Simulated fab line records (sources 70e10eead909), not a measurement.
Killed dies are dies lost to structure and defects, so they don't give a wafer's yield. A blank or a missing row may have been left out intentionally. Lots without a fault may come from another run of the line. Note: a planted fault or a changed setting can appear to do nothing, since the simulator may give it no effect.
Chamber matching    flow nandHarc    NHARC_P_GATE_STRIP_108 on rieDiel-01: 4 sister chambers
The step strips in O2. 14 wafers are shown with their chamber, then 7 later ones without.

## WAFERS, EACH WITH ITS CHAMBER
wafer   chamber  showerheadPlenumPTorr (Torr)  drypumpMotorCurrentA (A)  oesProductAu (a.u.)
L521.3  3        3.41                          5.1                       0.984
L521.4  1        3.64                          5.5                       1.008
L521.5  2        3.45                          6.0                       1.002
L526.2  1        3.64                          5.5                       1.006
L526.3  3        3.41                          5.1                       0.990
L526.4  0        3.44                          4.9                       1.016
L533.2  2        3.45                          6.0                       0.993
L533.4  0        3.44                          4.9                       1.009
L533.5  2        3.45                          6.0                       0.985
L532.2  0        3.44                          5.0                       1.006
L532.3  1        3.63                          5.5                       1.001
L532.5  3        3.40                          5.1                       0.995
L535.1  1        3.63                          5.5                       1.000
L535.3  2        3.45                          6.0                       0.989

SIGNATURES, as means of the wafers listed above
reading                chamber 0  chamber 1  chamber 2  chamber 3  scatter within a chamber
showerheadPlenumPTorr  3.4400     3.6350     3.4500     3.4067     0.00408
drypumpMotorCurrentA   4.933      5.500      6.000      5.100      0.0258
oesProductAu           1.01033    1.00375    0.99225    0.98967    0.00563
Rule: a wafer's distance from a chamber is the root of the sum, over the readings, of the square of ((its reading less the chamber's mean) divided by the reading's scatter). The wafer belongs to the nearest chamber; if the next one is less than 2 further off, it can't be placed. The scatter: the root of (the sum of the squares of (reading less its chamber's mean) over the shown wafers, divided by (wafers less chambers)).

## WAFERS WITH NO CHAMBER GIVEN
wafer   showerheadPlenumPTorr (Torr)  drypumpMotorCurrentA (A)  oesProductAu (a.u.)
L535.5  3.44                          4.9                       1.003
L536.1  3.44                          4.9                       1.005
L536.3  3.45                          6.0                       0.993
L536.5  3.63                          5.5                       0.998
L540.1  3.63                          5.5                       0.988
L540.3  3.44                          4.9                       1.004
L540.6  3.40                          5.1                       0.992

## WHICH CHAMBER EACH WENT THROUGH
wafer   from the rows above  in truth
L535.5  0                    0
L536.1  0                    0
L536.3  2                    2
L536.5  1                    1
L540.1  1                    1
L540.3  0                    0
L540.6  3                    3
Correctly placed: 7 of 7. Number that these rows cannot place: 0. Wrongly placed: 0.
